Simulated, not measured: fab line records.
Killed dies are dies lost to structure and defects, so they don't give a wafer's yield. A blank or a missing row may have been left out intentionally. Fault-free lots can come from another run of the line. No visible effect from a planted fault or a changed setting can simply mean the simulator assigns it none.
Matching of chambers ; flow n5 finfet ; 4 sister chambers for N5_BEOL_M11_ETCH_66 on rie diel-03
The step etches SOC in N2/H2, target depth 120 nm, overetch 24 nm, time 180 s. 22 wafers are shown with their chamber, then 11 later ones without.

== EACH WAFER AND ITS CHAMBER ==
wafer;chamber;showerhead plenum p Torr (Torr);throttle valve pct (%);oes product au (a.u.)
L074.1;2;2.48;17.6;0.72
L074.2;3;2.63;17.7;0.61
L074.5;1;2.64;18.3;0.59
L075.1;1;2.64;18.3;0.60
L075.2;2;2.48;17.6;0.72
L075.3;0;2.47;17.3;0.69
L077.4;1;2.63;18.3;0.60
L077.5;2;2.47;17.6;0.70
L077.6;1;2.63;18.3;0.59
L085.1;0;2.47;17.3;0.68
L085.2;3;2.62;17.7;0.60
L085.3;2;2.47;17.6;0.70
L085.4;1;2.63;18.3;0.59
L085.5;0;2.47;17.3;0.67
L085.6;1;2.63;18.3;0.58
L087.2;3;2.62;17.8;0.59
L087.3;2;2.47;17.6;0.69
L087.6;2;2.47;17.7;0.69
L088.2;2;2.46;17.7;0.68
L088.4;1;2.62;18.3;0.58
L088.6;3;2.62;17.8;0.59
L092.3;3;2.62;17.8;0.58

SIGNATURES (averages over the wafers above)
reading;chamber 0;chamber 1;chamber 2;chamber 3;scatter within a chamber
showerhead plenum p Torr;2.4700;2.6314;2.4714;2.6220;0.00602
throttle valve pct;17.300;18.300;17.629;17.760;0.0382
oes product au;0.6800;0.5900;0.7000;0.5940;0.0118
Rule: a wafer's distance from a chamber is the root of the sum, over the readings, of the square of ((its reading less the chamber's mean) divided by the reading's scatter). If the next closest chamber is less than 2 further off than the closest, the wafer can't be placed; otherwise it belongs to the closest. The scatter is the square root of a quotient: the sum, over the shown wafers, of each reading's squared deviation from its chamber's mean, divided by wafers minus chambers.

== WAFERS WITH NO CHAMBER GIVEN ==
wafer;showerhead plenum p Torr (Torr);throttle valve pct (%);oes product au (a.u.)
L092.4;2.62;18.4;0.58
L092.6;2.46;17.7;0.68
L093.1;2.46;17.7;0.68
L093.3;2.46;17.3;0.67
L093.4;2.61;17.8;0.58
L095.2;2.61;17.8;0.58
L095.5;2.46;17.7;0.66
L095.6;2.62;18.4;0.57
L097.1;2.46;17.3;0.66
L097.2;2.46;17.7;0.66
L097.4;2.61;17.8;0.57

== WHICH CHAMBER EACH ONE RAN IN ==
wafer;from the rows above;in truth
L092.4;1;1
L092.6;2;2
L093.1;2;2
L093.3;0;0
L093.4;3;3
L095.2;3;3
L095.5;2;2
L095.6;1;1
L097.1;0;0
L097.2;2;2
L097.4;3;3
Correctly placed: 11 of 11. Left unplaced by these rows: 0. 0 placed wrongly.
